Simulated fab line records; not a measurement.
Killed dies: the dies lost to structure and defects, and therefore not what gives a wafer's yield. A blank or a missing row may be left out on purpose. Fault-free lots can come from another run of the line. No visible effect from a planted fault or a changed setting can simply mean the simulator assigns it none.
fab line records	flow nand-harc
record lots=5	wafers=15	last-day=24
route steps=1159 shown P_GATE@157 END@1159
lots that met no fault: from a run of the same line without faults
start-h: the number of hours between the record's first day and the start of the first shown wafer of the lot	wait-h: time in hours since the lot's previous step	" as in the row above	L1.1+2: one row covering several wafers at once	- no value, or no start was given	* or withheld: withheld	< > ~ a bound
route shown NAME@n: a module of which the file shows steps, and the number in the route of the first	usual: mean/standard deviation of fault-free wafers	same: alike in all rows	chamber/n: place in a boat	sites: the reading at each site	_std_site: the values' standard deviation	_edge_site: inner sites' mean taken away from outer sites' mean	radius-mm: how far each site lies from the wafer's centre	mask NAME#n: copy n	behind: tool/chamber where the wafer was last shaped	hold: the reason the lot was held/the length of the hold in hours/how it ended	device: the transistor (n, p or np) that didn't switch	end of line: the route-end tests of the same wafers	a step with no rows: only its recipe	killed: count of dies lost to structure and defects at first sort (not the wafer's yield)	map: dies across one wafer; x = killed, . = not, _ = none there
set.NAME: the setting that was run; set.NAME@STEP: the one run at that earlier step	model.NAME: the simulator's own value behind a step, which no gauge read
a table for each step, a row for each wafer; lots at some steps of the route
services: when a tool's chamber went out of use (start-h, in hours from the record's first day, below 0 if earlier), for how many hours, and the reason
## steps
# step NHARC_P_GATE_STRIP_101
# recipe time-s=20	o2-flow-sccm=500	ar-flow-sccm=0	bias-w=0	chemistry=O2
# usual drypump-motor-current-A=5.7/0.39	mfc-ar-sccm=0.004/0.007	oes-product-au=1.002/0.0076	rf-vpp-V=57.6/0.94	showerhead-plenum-p-Torr=3.46/0.17	throttle-valve-pct=17.037/0.0093
lot.wafer	tool	chamber	start-h	wait-h	drypump-motor-current-A	mfc-ar-sccm	oes-product-au	rf-hours-counter-h	rf-vpp-V	showerhead-plenum-p-Torr	throttle-valve-pct
L937.4	rie-diel-07	3	122.51	0.1	6.1	0.006	0.999	9	56.5	3.31	17.045
L937.2	"	0	"	"	5.0	0	1.009	10	57.2	3.75	17.026
L937.6	"	0	"	"	5.0	0	1.008	-	59.3	3.75	17.041
L941.4	rie-diel-07	2	143.89	0.1	5.5	0	1.008	14	55.9	3.29	17.046
L941.3	"	0	"	"	5.0	0	1.015	13	57.7	3.75	17.035
L941.2	"	1	"	"	5.8	0	1.001	15	57.3	3.62	17.050
L948.4	rie-diel-13	1	189.14	0.1	6.3	0	1.006	31	58.0	3.37	17.030
L948.2	"	3	"	"	5.4	0.022	0.992	33	58.7	3.48	17.047
L948.5	"	1	"	"	6.3	0	1.012	-	56.8	3.38	17.050
L951.1	rie-diel-01	3	210.01	0.1	5.5	0.023	0.995	24	58.8	3.57	17.037
L951.3	"	1	"	"	5.8	0	1.003	25	57.3	3.40	17.022
L951.4	"	2	"	"	6.3	0	1.000	24	57.4	3.65	17.039
L955.1	rie-diel-01	2	236.59	0.1	6.3	0	1.005	34	58.7	3.64	17.046
L955.5	"	3	"	"	5.6	0.023	1.001	-	57.6	3.57	17.051
L955.6	"	0	"	"	5.4	0.008	0.999	-	55.7	3.36	17.048
# step NHARC_P_GATE_PRECLEAN_97
# recipe time-s=600	temp-c=120	chemistry=SPM
# step NHARC_P_GATE_SRD_98
# step NHARC_P_GATE_PRECLEAN_99
# recipe time-s=*	temp-c=50	bath-age-min=0	chemistry=SC1
# step NHARC_P_GATE_SRD_100
# step NHARC_P_GATE_DEHYDRATE_38
# recipe temp-c=150	time-s=120
# step NHARC_P_GATE_HMDS_39
# recipe time-s=30
# step NHARC_P_GATE_COAT_40
# recipe spin-rpm=3000
# step NHARC_P_GATE_SOFTBAKE_41
# recipe temp-c=122	time-s=95
# step NHARC_P_GATE_EBR_42
# step NHARC_P_GATE_EXPOSE_43
# recipe na=0.6	target-cd-nm=720	dose-mj=14.81	mask-id=P_NSD
# step NHARC_P_GATE_PEB_44
# recipe peb-temp-c=118	peb-time-s=85
# step NHARC_P_GATE_DEVELOP_45
# recipe time-s=70
lot.wafer	tool	chamber	start-h	wait-h
L937.2+4+6	litho-track-03	0	123	-
L941.2+3+4	litho-track-07	0	144	-
L948.2+4+5	litho-track-03	0	189	-
L951.1+3+4	litho-track-02	0	210	-
L955.1+5+6	litho-track-02	0	237	-
# step NHARC_P_GATE_HARDBAKE_47
# recipe temp-c=125	time-s=80
# step NHARC_P_GATE_DESCUM_48
# recipe time-s=3	o2-flow-sccm=200	ar-flow-sccm=0	bias-power-w=0	chemistry=O2
# usual drypump-motor-current-A=5.7/0.38	mfc-ar-sccm=0.004/0.0072	oes-product-au=1.001/0.008	rf-vpp-V=57.6/0.91	showerhead-plenum-p-Torr=1.87/0.093	throttle-valve-pct=11.311/0.0087
lot.wafer	tool	chamber	start-h	wait-h	drypump-motor-current-A	mfc-ar-sccm	oes-product-au	rf-hours-counter-h	rf-vpp-V	showerhead-plenum-p-Torr	throttle-valve-pct	model.P_GATE.cd-nm
L937.2	rie-diel-07	2	123.63	-	5.5	0	1.010	12	57.0	1.78	11.316	721
L937.4	"	0	"	"	5.0	0	1.010	10	57.9	2.04	11.312	720.1
L937.6	"	1	"	"	5.7	0	1.006	-	58.2	1.97	11.295	721.7
L941.3	rie-diel-07	2	144.99	-	5.5	0	0.986	14	58.1	1.78	11.314	720.8
L941.4	"	3	"	"	6.1	0.006	0.993	12	57.3	1.79	11.320	720.1
L941.2	"	1	"	"	5.7	0	1.000	15	56.5	1.97	11.320	720.1
L948.4	rie-diel-13	0	190.10	-	5.4	0	0.991	34	56.1	1.92	11.296	119.6
L948.2	"	1	"	"	6.3	0	1.011	31	57.8	1.82	11.310	120.7
L948.5	"	0	"	"	5.4	0	0.990	-	59.1	1.92	11.304	121.5
L951.4	rie-diel-13	3	210.96	-	5.4	0.022	0.996	42	57.5	1.88	11.316	720.1
L951.3	"	1	"	"	6.3	0	1.017	40	56.2	1.82	11.305	720.1
L951.1	"	2	"	"	5.6	0	1.011	38	56.3	1.77	11.301	720.7
L955.1	rie-diel-01	0	237.67	-	5.4	0.008	1.002	35	57.1	1.82	11.320	719.4
L955.5	"	2	"	"	6.3	0	1.006	-	58.5	1.98	11.298	720.3
L955.6	"	0	"	"	5.4	0.008	0.996	-	57.1	1.82	11.312	719.8
# step NHARC_P_GATE_IMPLANT_49
# recipe energy-kev=30	dose-cm2=3e+15	tilt-deg=7
# step NHARC_P_GATE_STRIP_111
# recipe power-w=1500	temp-c=110	time-s=250	chemistry=N2/H2
# usual drypump-motor-current-A=6.1/0.58	heater-power-w=88/8.7	temp-c=109.99/0.14
lot.wafer	tool	chamber	start-h	wait-h	drypump-motor-current-A	heater-power-w	rf-hours-counter-h	temp-c
L937.2	plasma-asher-01	0	124.04	0.2	6.7	76	6	110.09
L937.4	"	0	"	"	6.7	77	-	110.13
L937.6	"	1	"	"	5.5	95	-	110.02
L941.2	plasma-asher-01	0	145.41	0.2	6.7	77	12	110.00
L941.4	"	1	"	"	5.5	98	-	110.02
L941.3	"	0	"	"	6.7	79	-	109.96
L948.2	plasma-asher-01	1	191.37	1.1	5.5	96	30	109.90
L948.4	"	1	"	"	5.5	97	-	110.01
L948.5	"	0	"	"	6.7	78	-	109.97
L951.1	plasma-asher-01	1	211.33	0.2	5.5	96	39	110.17
L951.3	"	1	"	"	5.5	96	-	110.13
L951.4	"	0	"	"	6.7	77	-	109.91
L955.1	plasma-asher-01	0	238.10	0.2	6.7	77	46	109.85
L955.5	"	1	"	"	5.5	97	-	110.08
L955.6	"	0	"	"	6.7	76	-	109.92
# step NHARC_P_GATE_STRIP_75
# recipe power-w=1500	temp-c=250	chemistry=O2
# usual drypump-motor-current-A=6.1/0.58	heater-power-w=328/32	temp-c=249.98/0.19
lot.wafer	tool	chamber	start-h	wait-h	drypump-motor-current-A	heater-power-w	rf-hours-counter-h	temp-c
L937.2	plasma-asher-01	0	124.30	0.2	6.7	285	7	249.89
L937.4	"	0	"	"	6.7	284	-	249.98
L937.6	"	1	"	"	5.5	356	-	250.45
L941.2	plasma-asher-01	0	145.68	0.2	6.7	291	13	249.93
L941.4	"	1	"	"	5.5	352	-	249.95
L941.3	"	0	"	"	6.7	290	-	250.14
L948.2	plasma-asher-01	1	191.66	0.2	5.5	360	30	250.06
L948.4	"	1	"	"	5.5	358	-	250.05
L948.5	"	0	"	"	6.8	285	-	249.93
L951.1	plasma-asher-01	1	211.64	0.3	5.5	363	39	250.00
L951.3	"	1	"	"	5.5	359	-	249.80
L951.4	"	0	"	"	6.7	295	-	250.03
L955.1	plasma-asher-01	0	238.36	0.2	6.7	286	47	250.14
L955.5	"	1	"	"	5.5	364	-	249.91
L955.6	"	0	"	"	6.7	293	-	249.76
# step NHARC_P_GATE_STRIP_50
# recipe time-s=900	temp-c=130	chemistry=SPM
# step NHARC_P_GATE_DEHYDRATE_51
# recipe temp-c=150	time-s=120
# step NHARC_P_GATE_HMDS_52
# recipe time-s=30
# step NHARC_P_GATE_COAT_53
# recipe spin-rpm=3000
# step NHARC_P_GATE_SOFTBAKE_54
# recipe temp-c=122	time-s=95
# step NHARC_P_GATE_EBR_55
# step NHARC_P_GATE_EXPOSE_56
# recipe na=0.6	target-cd-nm=720	dose-mj=14.81	mask-id=P_PSD
# step NHARC_P_GATE_PEB_57
# recipe peb-temp-c=118	peb-time-s=85
# step NHARC_P_GATE_DEVELOP_58
# recipe time-s=70
# step NHARC_P_GATE_HARDBAKE_60
# recipe temp-c=125	time-s=80
# step NHARC_P_GATE_DESCUM_61
# recipe time-s=3	o2-flow-sccm=200	ar-flow-sccm=0	bias-power-w=0	chemistry=O2
# step NHARC_P_GATE_IMPLANT_62
# recipe energy-kev=20	dose-cm2=3e+15	tilt-deg=7
# step NHARC_P_GATE_STRIP_112
# recipe power-w=1500	temp-c=110	time-s=200	chemistry=N2/H2
# usual drypump-motor-current-A=6.1/0.5	heater-power-w=89/6	temp-c=110.01/0.14
lot.wafer	tool	chamber	start-h	wait-h	drypump-motor-current-A	heater-power-w	rf-hours-counter-h	temp-c
L937.2	plasma-asher-02	0	125.66	0.2	6.5	94	46	109.83
L937.4	"	0	"	"	6.5	92	-	109.80
L937.6	"	1	"	"	5.6	88	-	109.80
L941.2	plasma-asher-02	1	147.21	0.2	5.6	88	52	110.05
L941.4	"	0	"	"	6.5	94	-	110.14
L941.3	"	1	"	"	5.6	87	-	110.10
L948.2	plasma-asher-02	1	193.03	0.2	5.6	85	0	110.05
L948.4	"	1	"	"	5.6	89	-	109.92
L948.5	"	0	"	"	6.5	94	-	109.81
L951.1	plasma-asher-02	1	213.58	0.2	5.6	86	8	110.15
L951.3	"	0	"	"	6.5	90	-	110.09
L951.4	"	1	"	"	5.6	87	-	110.21
L955.1	plasma-asher-02	0	239.75	0.2	6.5	92	16	110.28
L955.5	"	1	"	"	5.6	88	-	109.99
L955.6	"	0	"	"	6.5	93	-	110.10
# step NHARC_P_GATE_STRIP_76
# recipe power-w=1500	temp-c=250	chemistry=O2
# usual drypump-motor-current-A=6.1/0.49	heater-power-w=333/23	temp-c=249.98/0.18
lot.wafer	tool	chamber	start-h	wait-h	drypump-motor-current-A	heater-power-w	rf-hours-counter-h	temp-c
L937.2	plasma-asher-02	0	125.89	0.2	6.5	348	46	249.85
L937.4	"	0	"	"	6.5	350	-	249.92
L937.6	"	1	"	"	5.6	323	-	249.89
L941.2	plasma-asher-02	1	147.45	0.2	5.6	332	52	250.39
L941.4	"	0	"	"	6.5	354	-	249.85
L941.3	"	1	"	"	5.6	344	-	249.93
L948.2	plasma-asher-02	1	193.30	0.2	5.6	332	1	250.08
L948.4	"	1	"	"	5.6	331	-	250.19
L948.5	"	0	"	"	6.5	340	-	249.95
L951.1	plasma-asher-02	1	213.81	0.2	5.6	329	9	250.03
L951.3	"	0	"	"	6.5	336	-	250.03
L951.4	"	1	"	"	5.6	330	-	250.12
L955.1	plasma-asher-02	0	239.97	0.2	6.5	341	17	249.96
L955.5	"	1	"	"	5.6	326	-	249.80
L955.6	"	0	"	"	6.5	333	-	250.02
# step NHARC_P_GATE_STRIP_63
# recipe time-s=900	temp-c=130	chemistry=SPM
# step NHARC_P_GATE_DEHYDRATE_83
# recipe temp-c=150	time-s=120
# step NHARC_P_GATE_HMDS_84
# recipe time-s=30
# step NHARC_P_GATE_COAT_85
# recipe spin-rpm=3000
# step NHARC_P_GATE_SOFTBAKE_86
# recipe temp-c=122	time-s=95
# step NHARC_P_GATE_EBR_87
# step NHARC_P_GATE_EXPOSE_88
# recipe na=0.6	target-cd-nm=2000	dose-mj=11.87	mask-id=P_HVN
# step NHARC_P_GATE_PEB_89
# recipe peb-temp-c=118	peb-time-s=85
# step NHARC_P_GATE_DESCUM_93
# recipe time-s=3	o2-flow-sccm=200	ar-flow-sccm=0	bias-power-w=0	chemistry=O2
# usual drypump-motor-current-A=5.6/0.4	mfc-ar-sccm=0.003/0.0064	oes-product-au=1.002/0.0079	rf-vpp-V=57.7/0.93	showerhead-plenum-p-Torr=1.89/0.11	throttle-valve-pct=11.312/0.0088
lot.wafer	tool	chamber	start-h	wait-h	drypump-motor-current-A	mfc-ar-sccm	oes-product-au	rf-hours-counter-h	rf-vpp-V	showerhead-plenum-p-Torr	throttle-valve-pct	model.P_GATE.cd-nm
L937.4	rie-diel-07	1	126.97	-	5.7	0	0.994	12	59.5	1.97	11.313	2002
L937.2	"	2	"	"	5.5	0	0.999	12	59.3	1.78	11.303	2003
L937.6	"	0	"	"	5.0	0	1.013	-	57.7	2.04	11.320	2002
L941.3	rie-diel-13	1	148.51	-	6.3	0	1.009	14	57.7	1.83	11.293	2001
L941.4	"	3	"	"	5.4	0.022	0.999	15	56.8	1.89	11.306	2001
L941.2	"	0	"	"	5.5	0	1.002	15	57.7	1.92	11.324	1999
L948.2	rie-diel-07	2	194.37	-	5.5	0	1.008	23	56.7	1.77	11.302	120.7
L948.5	"	2	"	"	5.5	0	1.006	-	57.6	1.77	11.317	121.5
L948.4	"	0	"	"	5.0	0	1.007	-	57.0	2.04	11.300	119.6
L951.3	rie-diel-07	0	214.92	-	5.1	0	1.001	27	58.9	2.04	11.323	2000
L951.1	"	1	"	"	5.7	0	1.002	22	57.4	1.97	11.304	1999
L951.4	"	2	"	"	5.5	0	1.007	29	57.1	1.77	11.316	2001
L955.1	rie-diel-01	1	241.10	-	5.8	0	1.002	35	58.4	1.83	11.308	2001
L955.5	"	2	"	"	6.3	0	1.013	-	57.9	1.98	11.320	2000
L955.6	"	1	"	"	5.8	0	0.999	-	57.4	1.83	11.318	1999
# step NHARC_END_SORT_01
# recipe temp-c=25
# usual killed-at-array=26/8.6	killed-at-other=0.7/0.97	killed-at-periphery=3.2/2.2	killed-dies=30/8.9	killed-open=3.1/1.8	killed-short=2.2/1.8
# same gross-dies=677
lot.wafer	tool	chamber	start-h	wait-h	killed-at-array	killed-at-other	killed-at-periphery	killed-dies	killed-open	killed-short
L948.2	prober-01	0	541.30	2.8	35	1	641	677	4	2
L948.4	prober-01	0	542.88	3.4	25	1	651	677	3	0
L948.5	prober-01	0	543.67	3.7	25	0	652	677	3	1
# killed by level:class
L948.2 P_GATE:area-develop=640 A_CHANNEL_HOLE_D1:chamber-film-flake=21 A_CONTACT:chamber-film-flake=7 A_ONON_D1:geometric-particle:short=1 A_ONON_D1:geometric-particle:open=1 A_CHANNEL_FILL_D1:geometric-particle:open=1 A_BLC:geometric-particle:open=1 A_M0:geometric-particle:open=1
L948.4 P_GATE:area-develop=650 A_CHANNEL_HOLE_D1:chamber-film-flake=14 A_CONTACT:chamber-film-flake=6 A_CONTACT:geometric-particle:open=2 A_BLC:chamber-film-flake=2 A_WL_FILL:geometric-particle:open=1 P_GATE:chamber-film-flake=1 HYBRID_BOND:chamber-film-flake=1
L948.5 P_GATE:area-develop=650 A_CHANNEL_HOLE_D1:chamber-film-flake=17 A_CONTACT:chamber-film-flake=5 P_CONTACT:geometric-particle:open=1 P_M0:geometric-particle:open=1 A_CHANNEL_FILL_D1:geometric-particle:open=1 A_CONTACT:geometric-particle:short=1 A_STAIRCASE:chamber-film-flake=1
# map L948.2 (x killed, . not)
____________x____________
_________xxxxxxx_________
_______xxxxxxxxxxx_______
______xxxxxxxxxxxxx______
_____xxxxxxxxxxxxxxx_____
____xxxxxxxxxxxxxxxxx____
____xxxxxxxxxxxxxxxxx____
___xxxxxxxxxxxxxxxxxxx___
___xxxxxxxxxxxxxxxxxxx___
__xxxxxxxxxxxxxxxxxxxxx__
__xxxxxxxxxxxxxxxxxxxxx__
_xxxxxxxxxxxxxxxxxxxxxxx_
_xxxxxxxxxxxxxxxxxxxxxxx_
_xxxxxxxxxxxxxxxxxxxxxxx_
_xxxxxxxxxxxxxxxxxxxxxxx_
_xxxxxxxxxxxxxxxxxxxxxxx_
xxxxxxxxxxxxxxxxxxxxxxxxx
xxxxxxxxxxxxxxxxxxxxxxxxx
xxxxxxxxxxxxxxxxxxxxxxxxx
xxxxxxxxxxxxxxxxxxxxxxxxx
xxxxxxxxxxxxxxxxxxxxxxxxx
_xxxxxxxxxxxxxxxxxxxxxxx_
_xxxxxxxxxxxxxxxxxxxxxxx_
_xxxxxxxxxxxxxxxxxxxxxxx_
_xxxxxxxxxxxxxxxxxxxxxxx_
_xxxxxxxxxxxxxxxxxxxxxxx_
__xxxxxxxxxxxxxxxxxxxxx__
__xxxxxxxxxxxxxxxxxxxxx__
___xxxxxxxxxxxxxxxxxxx___
___xxxxxxxxxxxxxxxxxxx___
____xxxxxxxxxxxxxxxxx____
____xxxxxxxxxxxxxxxxx____
_____xxxxxxxxxxxxxxx_____
______xxxxxxxxxxxxx______
_______xxxxxxxxxxx_______
_________xxxxxxx_________
____________x____________
# map L937.6 (x killed, . not)
____________.____________
_________......._________
_______..........._______
______.........xx..______
_____...........x..._____
____.................____
____...............x.____
___................x..___
___......x............___
__.....................__
__.........x...........__
_.......x..............._
_..x...................._
_......................._
_.....x.x..............._
_......................._
.....x....x..............
..x..x..............x.x..
..............xx......x.x
.......................x.
.........................
_....................x.._
_....................x.._
_....................xx._
_......................._
_......................._
__..................x..__
__....x................__
___..................x___
___...................___
____.................____
____........x........____
_____.......xx......_____
______.......x.....______
_______.....xx.x.._______
_________x......_________
____________.____________
## services
tool	chamber	start-h	hours	kind
plasma-asher-01	-	99.00	9.0	pm
plasma-asher-01	0	99.00	9.0	vent-cycle
plasma-asher-01	1	99.00	9.0	vent-cycle
rie-diel-13	-	99.03	9.0	pm
plasma-asher-01	0	108.00	-	clean
plasma-asher-01	1	108.00	-	clean
rie-diel-07	0	109.26	-	clean
rie-diel-07	1	109.26	-	clean
rie-diel-07	2	109.26	-	clean
rie-diel-07	3	109.26	-	clean
rie-diel-01	-	137.80	9.0	pm
litho-track-02	-	165.00	7.0	pm
rie-diel-07	1	176.00	37.6	repair
plasma-asher-02	-	183.00	9.0	pm
plasma-asher-02	0	183.00	9.0	vent-cycle
plasma-asher-02	1	183.00	9.0	vent-cycle
litho-track-07	-	189.00	7.0	pm
plasma-asher-02	0	192.00	-	clean
plasma-asher-02	1	192.00	-	clean
litho-track-03	-	213.00	7.0	pm
rie-diel-07	3	220.56	8.0	repair
rie-diel-07	-	228.20	9.0	pm
rie-diel-13	-	230.64	1.0	repair
rie-diel-01	3	237.65	6.5	repair
## key
first-sign step=NHARC_END_SORT_01	reading=killed-at-periphery	direction=up	sigmas=99+	usual=3.2	struck=648
effect step=NHARC_END_SORT_01	reading=killed-dies	direction=up	sigmas=73	usual=30	struck=677
model-effect step=NHARC_P_GATE_DESCUM_48	value=P_GATE.cd-nm	without=722.1	struck=120.6
model-effect step=NHARC_P_GATE_DESCUM_93	value=P_GATE.cd-nm	without=2000	struck=120.6
more-kills-born-at NHARC_P_GATE_DEVELOP_45@litho-track-03=1940
met-at NHARC_P_GATE_DEVELOP_45
struck-wafers L948.2,L948.4,L948.5
later-rows-left-out L948.2,L948.4,L948.5
tester-left-out L948
also-fits NHARC_P_GATE_STRIP_101:rie-diel-13
fault kind=process-parameter-drift	tool=litho-track-03	chamber=-	onset-h=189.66	steps=NHARC_P_GATE_DEVELOP_45	channel=time-s	offset=*	shape=step	acts-in=*	stated=*
# tester-left-out: of these lots the tester's yield and bins aren't shown, on N5 and GAA mostly nor the transistor test; their killed dies are dies lost to structure and defects alone, not to doping, threshold or leakage, so they don't give the yield
# later-rows-left-out: the simulator's readings of these wafers behind a module that went badly wrong aren't trusted and aren't shown, but for the sort
